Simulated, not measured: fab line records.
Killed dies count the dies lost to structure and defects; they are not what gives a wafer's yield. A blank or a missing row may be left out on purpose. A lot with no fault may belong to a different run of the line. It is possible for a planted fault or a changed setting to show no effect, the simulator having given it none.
fab line records	flow nandHarc
record: lots: 12	wafers: 35	lastDay: 24
route steps=1159 shown A_SLIT@797 A_WL_FILL@813 END@1159
lots untouched by any fault: they come from a run of this same line in which no faults occurred
startH: hours from the record's first day to the start of the lot's first wafer shown	waitH: how many hours have passed since the lot's step before this one	" as in the row above	L1.1+2: a row that stands for several wafers	- no value, or no start was given	* or withheld: withheld	< > ~ a bound
route shown NAME@n: a module of which the file shows steps, and the number in the route of the first	usual: mean/standard deviation taken from wafers without a fault	same: alike in all rows	chamber/n: place in a boat	sites: per-site readings	_std_site: how widely they spread, as a standard deviation	_edge_site: outer sites' mean less inner sites'	radiusMm: how far each site lies from the wafer's centre	mask NAME#n: copy n	behind: the last tool/chamber to shape the wafer	hold: why the lot went on hold/how many hours it stayed there/how the hold came to an end	device: the n, p or np transistor that did not switch	end of line: tests of these same wafers at the route's end	for a step that has no rows: nothing shown but its recipe	killed: count of dies lost to structure and defects at first sort (not the wafer's yield)	map: the dies of a wafer, with x for killed, . for not killed, _ for no die there
set.NAME: setting as actually run; set.NAME@STEP: the setting as run at that earlier step	model.NAME: the simulator's own value behind a step, which no gauge read
route steps across a sampled set of lots; one table per step, one row per wafer
services: from which hour (startH, from the record's first day; less than 0 if before it) a tool's chamber was out of use, for how many hours, and why
== steps ==
step: NHARC_A_SLIT_ETCH_26
recipe: biasV: 400	sourceW: 2000	pressureMtorr: 25	timeS: 90	arFlowSccm: 375	c4f8FlowSccm: 41.7	o2FlowSccm: 83.3	targetDepthA: 4000	chemistry: C4F8/O2/Ar
usual: biasV: 400/4.3	drypumpMotorCurrentA: 6.1/0.4	mfcArSccm: 374.9/1.1	o2FlowSccm: 83.28/0.23	showerheadPlenumPTorr: 3.72/0.13	throttleValvePct: 27.620/0.0091
lot.wafer	tool	chamber	startH	waitH	biasV	drypumpMotorCurrentA	mfcArSccm	o2FlowSccm	rfHoursCounterH	showerheadPlenumPTorr	throttleValvePct
L357.2	harEtch-02	0	328.21	1.2	396	5.5	375.1	83.59	180	3.88	27.611
L357.1	"	1	"	"	398	6.2	375.5	83.42	180	3.82	27.617
L357.4	"	1	"	"	396	6.2	373.5	83.41	-	3.82	27.624
L359.1	harEtch-01	0	329.37	1.2	402	6.6	373.7	83.50	5	3.58	27.611
L359.6	"	0	"	"	396	6.6	373.5	83.94	-	3.58	27.625
L359.5	"	1	"	"	403	6.1	375.9	83.01	-	3.59	27.616
L361.1	harEtch-01	1	339.48	1.2	405	6.2	376.1	83.11	11	3.58	27.610
L361.2	"	0	"	"	404	6.7	375.5	83.67	11	3.58	27.616
L361.3	"	1	"	"	401	6.1	374.5	83.42	-	3.59	27.616
L362.2	harEtch-01	1	368.30	1.0	395	6.2	376.3	83.73	20	3.58	27.620
L362.6	"	0	"	"	399	6.6	374.8	83.05	-	3.57	27.611
L362.5	"	1	"	"	395	6.1	374.6	83.51	-	3.58	27.608
L365.4	harEtch-02	0	382.05	0.8	392	5.6	374.8	83.15	-	3.86	27.624
L365.5	"	0	"	"	403	5.6	376.4	83.09	-	3.86	27.618
L365.6	"	1	"	"	407	6.2	375.5	83.46	-	3.81	27.610
L368.2	harEtch-01	0	389.20	1.0	405	6.7	374.3	82.83	33	3.57	27.631
L368.5	"	1	"	"	396	6.1	375.4	83.22	-	3.57	27.614
L368.6	"	0	"	"	405	6.7	374.4	83.31	-	3.57	27.617
L367.2	harEtch-02	1	391.41	1.0	394	6.3	374.2	83.08	206	3.80	27.624
L367.4	"	0	"	"	401	5.5	374.0	83.32	-	3.86	27.620
L367.6	"	1	"	"	394	6.3	374.1	83.39	-	3.80	27.629
L371.3	harEtch-01	1	418.87	0.8	402	6.1	373.8	83.37	-	3.57	27.613
L371.4	"	0	"	"	396	6.6	373.8	83.25	-	3.56	27.630
L371.6	"	1	"	"	402	6.2	374.1	83.42	-	3.57	27.619
L373.1	harEtch-01	1	421.81	1.0	402	6.2	373.7	83.26	48	3.56	27.619
L373.3	"	0	"	"	397	6.6	374.5	83.02	-	3.56	27.630
L373.6	"	0	"	"	399	6.7	376.6	83.37	-	3.56	27.620
L372.1	harEtch-02	0	423.39	1.2	401	5.5	373.0	83.50	221	3.85	27.626
L372.6	"	0	"	"	400	5.6	375.6	83.31	-	3.85	27.639
L372.5	"	1	"	"	402	6.3	376.7	83.02	-	3.80	27.617
L376.1	harEtch-02	0	437.95	1.0	394	5.5	375.3	83.02	224	3.85	27.630
L376.6	"	1	"	"	404	6.3	375.2	83.64	-	3.79	27.626
L374.1	harEtch-01	1	450.02	1.3	398	6.2	374.1	83.46	56	3.56	27.630
L374.6	"	1	"	"	401	6.2	374.0	83.33	-	3.56	27.613
L374.5	"	0	"	"	405	6.6	374.3	83.40	-	3.55	27.622
step: NHARC_A_WL_FILL_CVD_03
recipe: targetThkA: 400	tempC: 300	pressureTorr: 40	wf6FlowSccm: 40	h2FlowSccm: 1600	arFlowSccm: 1560	timeS: 3302	material: W
usual: heaterPowerOuterW: 272/17	heaterPowerW: 485/23	mfcArSccm: 1560/4.9	susceptorTempC: 300.02/0.19	throttleValvePct: 7.84/0.26
lot.wafer	tool	chamber	startH	waitH	heaterPowerOuterW	heaterPowerW	mfcArSccm	susceptorTempC	throttleValvePct
L359.1	cvdW-02	1	339.78	1.6	294	507	1559	299.80	7.99
L359.5	"	1	343.52	5.3	279	503	1569	300.06	7.98
L359.6	"	1	"	"	286	496	1563	300.08	7.74
L357.2	cvdW-01	1	340.41	2.1	264	491	1563	299.96	7.81
L357.1	"	0	"	"	275	465	1557	299.88	7.64
L357.4	"	1	"	"	267	489	1565	299.92	7.77
L361.2	cvdW-02	0	351.75	2.7	248	454	1560	-	7.72
L361.1	"	1	"	"	287	504	1561	-	7.85
L361.3	"	0	"	"	246	455	1563	-	7.66
L362.2	cvdW-01	1	378.31	0.5	261	489	1555	-	7.87
L362.6	"	0	379.68	1.9	278	478	1572	-	7.71
L362.5	"	1	"	"	269	490	1557	-	8.00
L365.4	cvdW-01	0	393.26	1.5	272	484	1562	299.87	7.94
L365.5	"	1	"	"	262	500	1557	299.92	7.72
L365.6	"	0	"	"	274	484	1558	300.00	7.72
L368.2	cvdW-02	0	401.62	3.7	244	452	1556	300.05	7.86
L368.5	"	1	403.03	5.1	292	517	1565	300.09	8.46
L368.6	"	0	"	"	245	446	1560	300.22	7.67
L367.2	cvdW-02	0	404.87	3.5	245	451	1559	300.08	7.81
L367.4	"	0	"	"	237	448	1553	300.00	7.70
L367.6	"	0	"	"	251	447	1561	299.83	7.64
L371.4	cvdW-01	1	429.52	1.0	270	485	1567	299.44	8.17
L371.3	"	0	"	"	276	481	1561	300.09	7.47
L371.6	"	0	"	"	274	491	1555	300.11	7.70
L372.1	cvdW-02	0	431.92	0.3	243	450	1559	300.22	7.57
L372.5	"	0	433.82	2.2	243	448	1560	299.98	7.83
L372.6	"	1	"	"	303	506	1558	300.02	8.05
L373.1	cvdW-01	0	432.33	0.7	276	474	1552	299.95	7.69
L373.3	"	1	"	"	269	500	1570	300.24	8.10
L373.6	"	0	434.21	2.6	281	480	1556	299.97	7.30
L376.1	cvdW-02	1	445.82	0.5	292	515	1565	299.96	8.04
L376.6	"	0	447.24	1.9	249	458	1565	300.13	7.55
L374.1	cvdW-01	0	462.20	1.4	274	495	1563	299.94	7.43
L374.6	"	1	463.61	2.8	272	496	1554	300.35	8.10
L374.5	"	0	"	"	282	488	1558	300.41	7.76
step: NHARC_A_WL_FILL_ETCHBACK_17
recipe: targetDepthA: 40	timeS: 26.7	chemistry: Cl2/BCl3
usual: drypumpMotorCurrentA: 5.26/0.17	oesProductAu: 1.000/0.0084
lot.wafer	tool	chamber	startH	waitH	drypumpMotorCurrentA	oesProductAu	rfHoursCounterH
L357.2	rieMetal-03	1	356.68	-	5.48	1.005	2.7
L357.1	"	0	"	"	5.34	1.003	2.2
L357.4	"	0	"	"	5.35	1.006	-
L359.1	rieMetal-02	1	356.78	-	5.02	0.993	5.2
L359.6	"	1	"	"	5.03	0.979	-
L359.5	"	0	"	"	5.45	0.996	-
L361.1	rieMetal-01	0	362.92	-	5.18	0.996	1.1
L361.2	"	1	"	"	5.05	1.003	1.1
L361.3	"	0	"	"	5.20	0.997	-
L362.2	rieMetal-01	1	391.49	-	5.07	0.991	1.8
L362.5	"	0	"	"	5.23	0.997	-
L362.6	"	1	"	"	5.06	0.994	-
L365.4	rieMetal-02	1	405.77	-	5.03	1.001	-
L365.6	"	1	"	"	5.04	0.990	-
L365.5	"	0	"	"	5.40	1.003	-
L368.2	rieMetal-01	0	413.74	-	5.22	0.998	2.4
L368.6	"	1	"	"	5.08	1.001	-
L368.5	"	0	"	"	5.27	1.003	-
L367.2	rieMetal-03	1	418.90	-	5.48	1.004	4.4
L367.4	"	0	"	"	5.33	1.012	-
L367.6	"	1	"	"	5.49	1.017	-
L371.3	rieMetal-01	0	442.38	-	5.17	0.988	-
L371.4	"	1	"	"	5.07	0.994	-
L371.6	"	1	"	"	5.05	0.991	-
L372.1	rieMetal-02	0	445.62	-	5.43	1.000	2.1
L372.5	"	0	"	"	5.42	0.991	-
L372.6	"	0	"	"	5.43	0.991	-
L373.1	rieMetal-01	0	445.62	-	5.22	0.997	3.4
L373.3	"	1	"	"	5.09	0.994	-
L373.6	"	0	"	"	5.24	0.865	-
L376.1	rieMetal-01	0	459.37	-	5.21	1.004	3.7
L376.6	"	0	"	"	5.20	0.868	-
L374.1	rieMetal-03	1	478.94	-	5.48	1.011	0.4
L374.5	"	0	"	"	5.32	1.010	-
L374.6	"	1	"	"	5.48	1.003	-
step: NHARC_A_WL_FILL_ALD_19
recipe: targetThkA: 20	pulseTimeS: 3	aldCycles: 100	tempC: 450	material: TiN
usual: heaterPowerOuterW: 675/77	heaterPowerW: 1077/100	precursorPulseHeightRel: 1.003/0.02	susceptorTempC: 449.99/0.25
lot.wafer	tool	chamber	startH	waitH	heaterPowerOuterW	heaterPowerW	precursorPulseHeightRel	susceptorTempC
L357.2	aldMetal-04	3	363.34	0.1	694	1219	1.024	449.52
L357.4	"	0	"	"	643	1092	1.003	450.23
L357.1	"	1	"	"	852	1267	0.970	450.17
L359.1	aldMetal-03	1	363.38	0.1	584	916	0.979	449.93
L359.5	"	3	"	"	701	1132	1.016	450.20
L359.6	"	0	"	"	616	1037	1.008	449.75
L361.3	aldMetal-03	3	368.40	0.1	696	1115	1.006	450.02
L361.1	"	0	"	"	656	1042	1.003	450.10
L361.2	"	1	"	"	593	934	1.008	449.60
L362.2	aldMetal-01	0	396.83	0.1	720	1136	1.028	450.34
L362.5	"	2	"	"	715	1142	0.975	450.11
L362.6	"	3	"	"	711	1164	1.029	449.62
L365.4	aldMetal-03	2	411.47	0.1	564	942	1.010	450.11
L365.5	"	1	"	"	597	942	0.983	449.80
L365.6	"	2	"	"	566	931	1.012	450.56
L368.2	aldMetal-03	3	419.37	0.1	720	1114	1.017	450.30
L368.6	"	3	"	"	705	1118	1.025	449.96
L368.5	"	0	"	"	644	1048	0.991	449.63
L367.4	aldMetal-01	3	424.59	0.1	737	1153	1.001	449.94
L367.2	"	0	"	"	701	1093	1.040	449.97
L367.6	"	0	"	"	737	1104	1.028	449.91
L371.3	aldMetal-01	0	447.83	0.1	702	1112	1.010	450.34
L371.4	"	2	"	"	720	1169	1.034	450.24
L371.6	"	0	"	"	730	1108	0.997	450.10
L373.3	aldMetal-01	1	451.26	0.1	557	939	0.998	449.95
L373.1	"	2	"	"	715	1152	1.028	449.76
L373.6	"	2	"	"	725	1161	0.992	449.79
L372.1	aldMetal-04	3	451.28	0.1	683	1184	1.001	449.61
L372.5	"	2	"	"	646	940	0.991	449.73
L372.6	"	3	"	"	688	1188	1.015	450.12
L376.1	aldMetal-04	3	465.18	0.3	680	1177	0.956	450.09
L376.6	"	0	"	"	624	1086	0.982	450.02
L374.1	aldMetal-03	3	484.57	0.1	714	1135	1.016	449.80
L374.6	"	1	"	"	581	943	1.001	450.58
L374.5	"	3	"	"	706	1146	1.040	450.14
step: NHARC_END_SORT_01
recipe: tempC: 25
usual: killedAtArray: 31/12	killedAtOther: 0.6/0.85	killedAtPeriphery: 3.0/2.3	killedDies: 35/12	killedOpen: 3.2/1.9	killedShort: 1.8/1.4
same: grossDies: 677
lot.wafer	tool	chamber	startH	waitH	killedAtArray	killedAtOther	killedAtPeriphery	killedDies	killedOpen	killedShort
L365.4	prober-01	0	503.30	3.4	34	0	2	36	4	2
L365.5	prober-01	0	504.09	3.7	40	1	3	44	2	1
L365.6	prober-01	0	504.89	4.0	32	0	2	34	4	0
L371.3	prober-01	0	535.45	3.1	34	0	2	36	1	2
L371.4	prober-01	0	536.25	3.4	29	1	3	33	5	2
L371.6	prober-01	0	537.84	4.0	38	4	1	43	2	0
killed by level:class
L365.4 A_SLIT:chamberFilmFlake=13 A_CHANNEL_HOLE_D1:chamberFilmFlake=9 A_STAIRCASE:chamberFilmFlake=3 A_CONTACT:chamberFilmFlake=3 P_M2:geometricParticle:open=1 A_CHANNEL_FILL_D1:geometricParticle:open=1 A_SGD_CUT:geometricParticle:open=1 A_SLIT:geometricParticle:short=1
L365.5 A_CHANNEL_HOLE_D1:chamberFilmFlake=16 A_SLIT:chamberFilmFlake=16 A_CONTACT:chamberFilmFlake=3 A_STAIRCASE:chamberFilmFlake=2 P_CONTACT:geometricParticle:open=1 A_ONON_D1:geometricParticle:open=1 A_CONTACT:geometricParticle:short=1 P_ZERO_WELL:chamberFilmFlake=1
L365.6 A_SLIT:chamberFilmFlake=12 A_CHANNEL_HOLE_D1:chamberFilmFlake=9 A_STAIRCASE:chamberFilmFlake=4 A_CONTACT:geometricParticle:open=2 P_ZERO_WELL:chamberFilmFlake=2 A_WL_FILL:chamberFilmFlake=2 A_WL_FILL:geometricParticle:open=1 A_BLC:geometricParticle:open=1
L371.3 A_CHANNEL_HOLE_D1:chamberFilmFlake=25 A_STAIRCASE:chamberFilmFlake=3 A_WL_FILL:chamberFilmFlake=3 P_M0:geometricParticle:short=1 A_CHANNEL_FILL_D1:geometricParticle:short=1 A_CONTACT:geometricParticle:open=1 P_M2:chamberFilmFlake=1 A_CONTACT:chamberFilmFlake=1
L371.4 A_CHANNEL_HOLE_D1:chamberFilmFlake=21 A_STAIRCASE:chamberFilmFlake=3 P_STI:geometricParticle:open=1 P_CONTACT:geometricParticle:open=1 P_BONDPAD:geometricParticle:open=1 A_SGD_CUT:geometricParticle:short=1 A_SGD_CUT:geometricParticle:open=1 A_WL_FILL:geometricParticle:short=1
L371.6 A_CHANNEL_HOLE_D1:chamberFilmFlake=29 A_STAIRCASE:chamberFilmFlake=4 THIN_TSV:chamberFilmFlake=3 A_WL_FILL:chamberFilmFlake=2 A_CONTACT:chamberFilmFlake=2 A_SGD_CUT:geometricParticle:open=1 STARTING-WAFER:geometricParticle:open=1 P_M0:chamberFilmFlake=1
== services ==
tool	chamber	startH	hours	kind
harEtch-01	-	305.00	17.0	pm
harEtch-01	0	305.00	17.0	ventCycle
harEtch-01	1	305.00	17.0	ventCycle
aldMetal-03	-	306.37	0.7	repair
aldMetal-04	1	307.12	27.1	repair
rieMetal-01	-	317.57	0.9	repair
aldMetal-03	-	322.00	10.0	pm
rieMetal-01	-	332.00	9.0	pm
cvdW-02	0	338.17	6.4	repair
rieMetal-03	0	343.09	2.8	repair
aldMetal-03	2	343.88	2.4	repair
rieMetal-02	0	347.29	8.6	repair
aldMetal-01	-	358.96	0.4	repair
aldMetal-04	-	374.75	0.5	repair
cvdW-02	-	377.20	13.0	pm
aldMetal-01	1	383.85	4.8	repair
rieMetal-02	-	388.00	9.0	pm
aldMetal-04	-	406.00	10.0	pm
rieMetal-02	1	430.40	27.4	repair
aldMetal-03	2	445.00	52.5	repair
rieMetal-03	-	453.00	9.0	pm
aldMetal-01	-	458.00	10.0	pm
aldMetal-03	0	463.48	30.2	repair
cvdW-01	-	473.60	13.0	pm
== key ==
firstSign: step: NHARC_A_WL_FILL_ETCHBACK_17	reading: oesProductAu	direction: down	sigmas: 16	usual: 1.000	struck: 0.867
effect none on later readings
metAt NHARC_A_WL_FILL_ETCHBACK_17
struckLots L373,L376
struckWafers L373.6,L376.6
testerLeftOut L373,L376
notActingAt NHARC_A_SLIT_ETCH_26,NHARC_A_WL_FILL_CVD_03,NHARC_A_WL_FILL_ALD_19
onsetBetween 442.38 445.62
fault: kind: processParameterDrift	tool: rieMetal-01	chamber: -	onsetH: 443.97	steps: NHARC_A_WL_FILL_ETCHBACK_17	channel: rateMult	offset: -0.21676	shape: step	endH: 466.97	scope: struckWafersOnly
testerLeftOut: of these lots the tester's yield and bins aren't shown, on N5 and GAA mostly nor the transistor test; their killed dies are dies lost to structure and defects alone, not to doping, threshold or leakage, so they don't give the yield
